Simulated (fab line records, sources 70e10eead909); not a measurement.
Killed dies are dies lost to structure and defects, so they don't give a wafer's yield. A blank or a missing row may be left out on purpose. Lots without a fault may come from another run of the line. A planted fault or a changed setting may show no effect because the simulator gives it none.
Problem report in the 8D (eight disciplines) form, filled by code | flow nand_harc | the parts of the form that need people (team, actions taken, sign-off) are left out

1. THE PROBLEM
thk_nm at NHARC_A_ONON_D2_THK_MEAS_02 reads a mean of 622 nm on 3 wafers of 3 lots; wafers without a fault read 1001 nm with a standard deviation of 7.9. That is -48 standard deviations from the usual mean.
The step: measures by ellipsometry.
First seen on wafer L360.4, day 14 01:34, on film_metro-02. The record holds 38 wafers of 13 lots with a number at this step. Rule for "out", or "out of limits": more than 4 standard deviations from the usual mean. The other wafers with a number count as sound.

2. WHAT IT IS AND WHAT IT IS NOT
question                    | is                           | is not
which readings at this step | thk_nm                       | -
which lots                  | L360, L362, L364             | L359, L372, L373, L374, L375, L376, L377, L378, L379, L380
which wafers of those lots  | L360.4, L362.4, L364.5       | L360.3, L362.2, L362.6, L364.1, L364.6
read on which gauges        | film_metro-01, film_metro-02 | -
when                        | from day 14 01:34            | up to then (4 sound wafers); but 31 sound wafers of L362, L364, L372, L373, L374, L375, L376, L377, L378, L379, L380 came after

3. SUSPECTS, AND WHAT RULES EACH OUT
Counting: a tool at a process step up to the reading stays a suspect if it ran every lot that is out. Sound lots after the first of them don't rule it out here, since some wafers of a struck lot are sound.
- the gauge at NHARC_A_ONON_D2_THK_MEAS_02: ruled out. The wafers that are out were read on 2 gauges (film_metro-01, film_metro-02).
- pecvd_onon-01 at NHARC_A_ONON_D2_DEP_00 (target thk 1000 nm): kept. It ran every lot that is out, first L360 (day 14 01:11); its last sound lot up to then is L359 (day 13 07:41).
Left after counting: pecvd_onon-01 at NHARC_A_ONON_D2_DEP_00.

4. THE CAUSE (what the simulator had put in)
Process parameter drift: pecvd_onon-01, from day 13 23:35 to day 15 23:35, at NHARC_A_ONON_D2_DEP_00. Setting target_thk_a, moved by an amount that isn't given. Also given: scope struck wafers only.
Counting left only this tool.

5. THE CHAIN OF EFFECTS, in route order
Each row: a reading whose mean over the struck wafers that have a number lies more than 3 standard deviations from the usual. Only readings for which the record gives a usual standard deviation are gone through. hours: the time from each lot's start at the first step in this table that gives one to its start at this step, as a median over the lots. sigmas: the change in usual standard deviations.
hours | step                        | reading         | usual   | on struck wafers | change | sigmas
0     | NHARC_A_ONON_D2_THK_MEAS_02 | thk_nm          | 1001 nm | 622              | -379   | -48
280   | NHARC_END_SORT_01           | killed_at_array | 55      | 674              | +619   | +31
280   | NHARC_END_SORT_01           | killed_dies     | 60      | 677              | +617   | +29

6. WHAT WOULD HAVE CAUGHT IT SOONER
In this record the first reading out of limits at a measuring or inspecting step was taken at day 14 01:34, 2 hours after the fault began at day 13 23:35.
Of the lots that are out (3), L362, L364 began NHARC_A_ONON_D2_DEP_00 on pecvd_onon-01 after day 14 01:34. A hold on the tool at that time would have spared those 2.
